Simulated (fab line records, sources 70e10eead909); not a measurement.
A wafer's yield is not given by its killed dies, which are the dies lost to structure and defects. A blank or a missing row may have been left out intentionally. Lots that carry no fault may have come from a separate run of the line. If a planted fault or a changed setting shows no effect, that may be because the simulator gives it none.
fab line records	flow nand-harc
record lots=13	wafers=37	last-day=33
route steps=1302 shown A_BLC@1119 END@1302
lots with no fault: from the same line, run without faults
start-h: the number of hours between the record's first day and the start of the first shown wafer of the lot	wait-h: hours from the lot's prior step to this one	" as in the row above	L1.1+2: several wafers, shown together as one row	- either no value or no given start	* or withheld: withheld	< > ~ a bound
route shown NAME@n: names a module that has steps shown in the file, with the first one's number in the route	usual: average and standard deviation across the fault-free wafers	same: alike in all rows	chamber/n: place in a boat	sites: the reading at each site	_std_site: standard deviation across them	_edge_site: outer sites' mean less inner sites'	radius-mm: for every site, how far away it sits from the centre of the wafer	mask NAME#n: copy n	behind: the tool/chamber that last shaped the wafer	hold: what put the lot on hold/how long, in hours/how the hold closed	device: whichever transistor did not switch (one of n, p or np)	end of line: the tests these same wafers got at the end of their route	a step with no rows: only its recipe	killed: not the wafer's yield, but the dies lost to structure and defects at the first sort	map: a wafer's dies, marking killed ones x, the rest . and places with no die _
set.NAME: setting as actually run; set.NAME@STEP: the setting as run at that earlier step	model.NAME: the simulator's own value behind a step, which no gauge read
route steps across a sampled set of lots; one table per step, one row per wafer
services: when a tool's chamber went out of use (start-h, in hours from the record's first day, below 0 if earlier), for how many hours, and the reason
## steps
# step NHARC_A_BLC_INSPECT_12
# usual raw-defect-count=89/31
lot.wafer	tool	chamber	start-h	wait-h	raw-defect-count
L493.2	defect-inspect-01	-	541.05	0.0	120
L493.4	"	-	"	"	106
L493.6	"	-	"	"	101
L495.1	defect-inspect-01	-	546.99	0.0	149
L495.3	"	-	"	"	149
L495.6	"	-	"	"	157
L496.3	defect-inspect-01	-	549.95	0.0	26
L496.5	"	-	"	"	17
L496.6	"	-	"	"	17
L497.1	defect-inspect-02	-	562.56	0.0	58
L497.2	"	-	"	"	73
L497.3	"	-	"	"	70
L498.2	defect-inspect-01	-	584.73	0.0	79
L498.4	"	-	"	"	77
L498.5	"	-	"	"	65
L499.2	defect-inspect-01	-	606.87	0.0	131
L499.5	"	-	"	"	151
L499.6	"	-	"	"	133
L500.1	defect-inspect-02	-	617.64	0.0	96
L500.2	"	-	"	"	84
L500.5	"	-	"	"	77
L501.3	defect-inspect-02	-	622.42	0.0	48
L501.4	"	-	"	"	39
L501.5	"	-	"	"	56
L502.1	defect-inspect-01	-	628.12	0.0	119
L502.2	"	-	"	"	103
L502.3	"	-	"	"	101
L503.1	defect-inspect-01	-	632.12	0.0	59
L503.3	"	-	"	"	34
L503.4	"	-	"	"	56
L511.3	defect-inspect-01	-	721.33	0.0	85
L511.5	"	-	"	"	92
L513.1	defect-inspect-01	-	728.85	0.0	76
L513.3	"	-	"	"	81
L513.4	"	-	"	"	76
L512.4	defect-inspect-02	-	734.78	0.0	79
L512.5	"	-	"	"	88
# step NHARC_A_BLC_ETCH_17
# recipe target-depth-a=3900	over-etch-frac=0.25	time-s=609.38	ion-energy-ev=200	n2-flow-sccm=150	h2-flow-sccm=150	ar-flow-sccm=0	rf-w=400	bias-w=150	chemistry=N2/H2
# usual drypump-motor-current-A=5.7/0.52	oes-product-au=1.003/0.011	rf-vpp-V=429.8/2.8	showerhead-plenum-p-Torr=2.01/0.096	throttle-valve-pct=14.172/0.0098
# same over-etch-frac=0.25
lot.wafer	tool	chamber	start-h	wait-h	drypump-motor-current-A	oes-product-au	rf-hours-counter-h	rf-vpp-V	showerhead-plenum-p-Torr	throttle-valve-pct
L493.2	rie-diel-13	1	541.33	-	6.4	1.001	1	431.0	2.07	14.166
L493.4	"	3	"	"	6.3	0.987	1	433.7	2.17	14.184
L493.6	"	0	"	"	5.4	1.016	-	427.5	1.97	14.175
L495.3	rie-diel-13	3	547.27	-	6.3	0.981	2	432.8	2.16	14.163
L495.1	"	1	"	"	6.3	1.005	2	432.4	2.07	14.165
L495.6	"	3	"	"	6.3	0.985	-	432.9	2.17	14.156
L496.3	rie-diel-13	1	550.23	-	6.4	1.013	2	431.7	2.07	14.178
L496.6	"	0	"	"	5.4	1.013	-	430.1	1.97	14.175
L496.5	"	1	"	"	6.4	1.019	-	432.9	2.07	14.176
L497.1	rie-diel-11	0	562.84	-	5.4	0.986	11	429.9	2.08	14.158
L497.2	"	1	"	"	5.5	0.999	11	427.2	1.89	14.179
L497.3	"	2	"	"	4.8	0.997	10	431.4	2.05	14.164
L498.4	rie-diel-13	2	585.06	-	5.5	0.997	5	426.7	1.88	14.176
L498.2	"	3	"	"	6.3	0.995	5	435.9	2.16	14.171
L498.5	"	1	"	"	6.3	1.017	-	433.4	2.07	14.182
L499.2	rie-diel-13	3	607.24	-	6.3	0.991	5	433.8	2.16	14.178
L499.5	"	0	"	"	5.4	1.010	-	427.7	1.97	14.165
L499.6	"	1	"	"	6.4	1.005	-	430.3	2.07	14.180
L500.2	rie-diel-13	1	617.88	-	6.4	0.999	7	430.6	2.07	14.174
L500.1	"	0	"	"	5.4	1.012	5	429.3	1.97	14.163
L500.5	"	2	"	"	5.5	0.988	-	426.2	1.88	14.174
L501.3	rie-diel-13	3	622.70	-	6.3	0.989	7	434.5	2.16	14.172
L501.4	"	1	"	"	6.4	1.019	7	430.7	2.07	14.191
L501.5	"	2	"	"	5.4	0.994	-	426.1	1.88	14.173
L502.3	rie-diel-13	1	628.40	-	6.3	1.019	8	431.5	2.07	14.174
L502.1	"	2	"	"	5.4	0.989	8	425.3	1.88	14.187
L502.2	"	3	"	"	6.3	0.989	7	433.0	2.16	14.157
L503.3	rie-diel-11	0	632.36	-	5.4	1.011	1	432.9	2.08	14.191
L503.4	"	1	"	"	5.5	1.012	1	426.0	1.89	14.175
L503.1	"	2	"	"	4.8	0.990	1	430.4	2.04	14.183
L511.3	rie-diel-13	1	721.70	-	6.4	1.023	2	431.2	2.07	14.171
L511.5	"	2	"	"	5.5	0.875	-	426.9	1.88	14.164
L513.1	rie-diel-11	1	729.09	-	5.5	1.018	9	426.8	1.89	14.177
L513.3	"	2	"	"	4.8	0.995	8	430.1	2.04	14.172
L513.4	"	0	"	"	5.4	1.020	9	432.1	2.08	14.161
L512.4	rie-diel-13	0	735.10	-	5.4	0.985	2	429.1	1.97	14.171
L512.5	"	3	"	"	6.3	0.876	-	433.5	2.16	14.162
# step NHARC_A_BLC_STRIP_21
# recipe o2-flow-sccm=500	ar-flow-sccm=0	bias-w=0	chemistry=O2
# usual drypump-motor-current-A=5.8/0.51	oes-product-au=1.002/0.01	rf-vpp-V=57.7/0.96	showerhead-plenum-p-Torr=3.48/0.15	throttle-valve-pct=17.036/0.0098
lot.wafer	tool	chamber	start-h	wait-h	drypump-motor-current-A	oes-product-au	rf-hours-counter-h	rf-vpp-V	showerhead-plenum-p-Torr	throttle-valve-pct
L493.2	rie-diel-11	1	542.26	0.1	5.5	1.010	9	58.6	3.30	17.030
L493.4	"	3	"	"	6.4	1.006	9	58.2	3.44	17.036
L493.6	"	0	"	"	5.4	1.013	-	58.4	3.59	17.037
L495.3	rie-diel-13	2	548.20	0.1	5.5	0.991	2	57.8	3.29	17.036
L495.1	"	1	"	"	6.4	1.000	2	56.9	3.58	17.041
L495.6	"	3	"	"	6.3	0.987	-	59.0	3.72	17.028
L496.3	rie-diel-11	3	551.16	0.1	6.4	1.001	10	56.6	3.44	17.032
L496.6	"	2	"	"	4.8	0.993	-	57.3	3.54	17.047
L496.5	"	3	"	"	6.4	1.003	-	57.1	3.44	17.029
L497.3	rie-diel-13	2	563.77	0.1	5.5	0.990	3	56.9	3.28	17.040
L497.1	"	3	"	"	6.3	0.989	3	59.2	3.72	17.020
L497.2	"	1	"	"	6.4	1.003	3	58.1	3.58	17.047
L498.4	rie-diel-11	1	585.96	0.1	5.5	0.998	14	57.5	3.30	17.045
L498.2	"	2	"	"	4.8	0.996	13	57.1	3.54	17.045
L498.5	"	3	"	"	6.4	0.993	-	59.2	3.43	17.020
L499.2	rie-diel-11	2	608.09	0.1	4.8	0.993	14	56.8	3.54	17.033
L499.6	"	0	"	"	5.4	1.006	-	56.7	3.59	17.026
L499.5	"	1	"	"	5.5	1.004	-	58.5	3.30	17.027
L500.2	rie-diel-11	1	618.85	0.1	5.5	1.006	0	56.7	3.30	17.041
L500.1	"	2	"	"	4.8	1.004	0	57.8	3.54	17.042
L500.5	"	1	"	"	5.5	1.005	-	57.6	3.30	17.051
L501.4	rie-diel-11	1	623.63	0.1	5.5	1.005	0	56.4	3.30	17.040
L501.3	"	3	"	"	6.4	1.000	0	57.3	3.43	17.022
L501.5	"	1	"	"	5.5	1.013	-	56.5	3.30	17.053
L502.2	rie-diel-11	2	629.32	0.1	4.8	0.990	1	57.2	3.54	17.057
L502.3	"	0	"	"	5.4	1.008	1	57.9	3.59	17.030
L502.1	"	1	"	"	5.5	1.017	1	56.3	3.30	17.050
L503.1	rie-diel-13	1	633.32	0.1	6.4	1.009	8	57.4	3.58	17.034
L503.4	"	3	"	"	6.3	0.988	7	58.4	3.72	17.053
L503.3	"	0	"	"	5.4	1.009	7	58.1	3.42	17.043
L511.3	rie-diel-01	0	722.56	0.1	6.0	0.998	57	57.4	3.44	17.046
L511.5	"	3	"	"	5.3	1.019	-	57.3	3.35	17.036
L513.4	rie-diel-13	1	730.14	0.1	6.4	1.014	2	55.9	3.58	17.042
L513.3	"	2	"	"	5.5	1.007	2	58.0	3.28	17.025
L513.1	"	0	"	"	5.4	1.000	2	58.8	3.42	17.049
L512.4	rie-diel-13	0	735.98	0.1	5.4	0.988	2	57.2	3.42	17.048
L512.5	"	1	"	"	6.4	1.020	-	58.0	3.58	17.034
# step NHARC_A_BLC_DEGAS_30
# recipe temp-c=300	time-s=60
# usual heater-power-w=486/31
lot.wafer	tool	chamber	start-h	wait-h	heater-power-w
L493.2	pvd-sputter-01	-	542.70	-	481
L493.4	"	-	"	"	476
L493.6	"	-	"	"	494
L495.3	pvd-sputter-02	-	548.63	-	444
L495.1	"	-	"	"	522
L495.6	"	-	"	"	531
L496.3	pvd-sputter-02	-	551.58	-	443
L496.5	"	-	"	"	458
L496.6	"	-	"	"	532
L497.1	pvd-sputter-02	-	564.19	-	454
L497.2	"	-	"	"	544
L497.3	"	-	"	"	446
L498.2	pvd-sputter-02	-	586.40	-	461
L498.4	"	-	"	"	519
L498.5	"	-	"	"	466
L499.2	pvd-sputter-03	-	608.50	-	474
L499.6	"	-	"	"	452
L499.5	"	-	"	"	497
L500.2	pvd-sputter-03	-	619.28	-	529
L500.1	"	-	"	"	475
L500.5	"	-	"	"	490
L501.3	pvd-sputter-03	-	624.06	-	463
L501.4	"	-	"	"	495
L501.5	"	-	"	"	437
L502.3	pvd-sputter-01	-	629.75	-	550
L502.1	"	-	"	"	456
L502.2	"	-	"	"	462
L503.4	pvd-sputter-01	-	633.74	-	477
L503.3	"	-	"	"	529
L503.1	"	-	"	"	476
L511.3	pvd-sputter-01	-	723.00	-	534
L511.5	"	-	"	"	473
L513.1	pvd-sputter-02	-	730.58	-	516
L513.4	"	-	"	"	482
L513.3	"	-	"	"	497
L512.4	pvd-sputter-02	-	736.42	-	509
L512.5	"	-	"	"	512
# step NHARC_END_SORT_01
# recipe temp-c=25
# usual killed-at-array=63/17	killed-at-other=0.8/1.1	killed-at-periphery=3.5/3	killed-dies=67/17	killed-open=3.1/1.6	killed-short=2.6/1.4
# same gross-dies=677
lot.wafer	tool	chamber	start-h	wait-h	killed-at-array	killed-at-other	killed-at-periphery	killed-dies	killed-open	killed-short
L502.1	prober-02	0	668.02	2.5	68	0	4	72	5	2
L502.2	prober-02	0	668.81	2.8	72	0	1	73	3	1
L502.3	prober-02	0	669.59	3.1	67	0	3	70	6	3
L511.3	prober-02	0	772.72	3.1	57	1	5	63	1	2
L511.5	prober-02	0	774.34	3.7	169	0	2	171	1	5
L512.4	prober-01	0	781.26	3.4	56	0	1	57	3	5
L512.5	prober-01	0	782.06	3.7	136	0	6	142	5	3
# killed by level:class
L502.1 A_SLIT:chamber-film-flake=28 A_CHANNEL_HOLE_D1:chamber-film-flake=27 A_STAIRCASE:chamber-film-flake=4 A_M1:chamber-film-flake=3 A_ONON_D2:geometric-particle:open=2 P_STI:chamber-film-flake=2 P_CONTACT:geometric-particle:open=1 P_M2:geometric-particle:open=1
L502.2 A_CHANNEL_HOLE_D1:chamber-film-flake=30 A_SLIT:chamber-film-flake=29 A_ZERO_WELL:chamber-film-flake=4 A_STAIRCASE:chamber-film-flake=3 A_M1:chamber-film-flake=2 P_CONTACT:geometric-particle:open=1 A_ONON_D1:geometric-particle:open=1 A_DECK1_JOINT:geometric-particle:short=1
L502.3 A_CHANNEL_HOLE_D1:chamber-film-flake=31 A_SLIT:chamber-film-flake=19 A_STAIRCASE:chamber-film-flake=4 A_CHANNEL_HOLE_D1:geometric-particle:open=2 P_STI:chamber-film-flake=2 A_WL_FILL:chamber-film-flake=2 P_GATE:geometric-particle:open=1 A_ONON_D1:geometric-particle:open=1
L511.3 A_CHANNEL_HOLE_D2:chamber-film-flake=25 A_CONTACT:chamber-film-flake=10 A_CHANNEL_HOLE_D1:chamber-film-flake=8 A_SLIT:chamber-film-flake=5 P_GATE:chamber-film-flake=4 A_STAIRCASE:chamber-film-flake=4 P_M0:geometric-particle:open=1 A_SOURCE_PLATE:geometric-particle:short=1
L511.5 A_BLC:area-etch=97 A_CHANNEL_HOLE_D2:chamber-film-flake=30 A_CHANNEL_HOLE_D1:chamber-film-flake=15 A_CONTACT:chamber-film-flake=11 A_SLIT:chamber-film-flake=5 A_STAIRCASE:chamber-film-flake=3 P_GATE:chamber-film-flake=2 A_DECK1_JOINT:geometric-particle:short=1
L512.4 A_SLIT:chamber-film-flake=31 A_CHANNEL_HOLE_D1:chamber-film-flake=14 A_WL_FILL:geometric-particle:open=3 A_WL_FILL:geometric-particle:short=2 A_CHANNEL_FILL_D1:geometric-particle:short=1 A_DECK1_JOINT:geometric-particle:short=1 A_CHANNEL_HOLE_D2:geometric-particle:short=1 P_GATE:chamber-film-flake=1
L512.5 A_BLC:area-etch=68 A_SLIT:chamber-film-flake=39 A_CHANNEL_HOLE_D1:chamber-film-flake=16 P_GATE:chamber-film-flake=4 A_CHANNEL_FILL_D2:geometric-particle:open=3 A_DECK1_JOINT:chamber-film-flake=2 A_CONTACT:chamber-film-flake=2 P_M0:geometric-particle:open=1
## services
tool	chamber	start-h	hours	kind
rie-diel-13	-	519.29	9.0	pm
rie-diel-13	0	519.29	9.0	vent-cycle
rie-diel-13	1	519.29	9.0	vent-cycle
rie-diel-13	2	519.29	9.0	vent-cycle
pvd-sputter-03	-	526.02	10.0	pm
rie-diel-13	0	531.70	7.2	repair
pvd-sputter-03	-	554.30	3.0	repair
rie-diel-01	-	557.91	9.0	pm
pvd-sputter-01	-	582.09	10.0	pm
rie-diel-13	-	600.70	1.2	repair
rie-diel-11	-	609.53	9.0	pm
rie-diel-01	3	633.26	22.2	repair
pvd-sputter-03	-	640.88	3.3	repair
rie-diel-01	-	647.75	2.2	repair
rie-diel-01	2	661.46	68.9	repair
pvd-sputter-02	-	661.96	8.5	repair
rie-diel-11	2	664.23	8.1	repair
pvd-sputter-01	-	681.36	0.6	repair
pvd-sputter-03	-	682.98	3.2	repair
rie-diel-13	0	684.95	7.3	repair
pvd-sputter-03	-	686.98	22.1	repair
rie-diel-13	-	696.29	9.0	pm
rie-diel-11	2	720.65	2.5	repair
rie-diel-01	-	734.91	9.0	pm
## key
first-sign step=NHARC_A_BLC_ETCH_17	reading=oes-product-au	direction=down	sigmas=12	usual=1.003	struck=0.876
effect step=NHARC_END_SORT_01	reading=killed-at-array	direction=up	sigmas=5.1	usual=63	struck=152
more-kills-born-at NHARC_A_BLC_ETCH_17@rie-diel-13=165
met-at NHARC_A_BLC_ETCH_17
struck-lots L511,L512
struck-wafers L511.5,L512.5
tester-left-out L511,L512
not-acting-at NHARC_A_BLC_INSPECT_12,NHARC_A_BLC_STRIP_21,NHARC_A_BLC_DEGAS_30
onset-between 628.40 721.70
fault kind=process-parameter-drift	tool=rie-diel-13	chamber=-	onset-h=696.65	steps=NHARC_A_BLC_ETCH_17	channel=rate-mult	offset=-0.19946	shape=step	end-h=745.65	scope=struck-wafers-only
# tester-left-out: of these lots the tester's yield and bins aren't shown, on N5 and GAA mostly nor the transistor test; their killed dies are dies lost to structure and defects alone, not to doping, threshold or leakage, so they don't give the yield
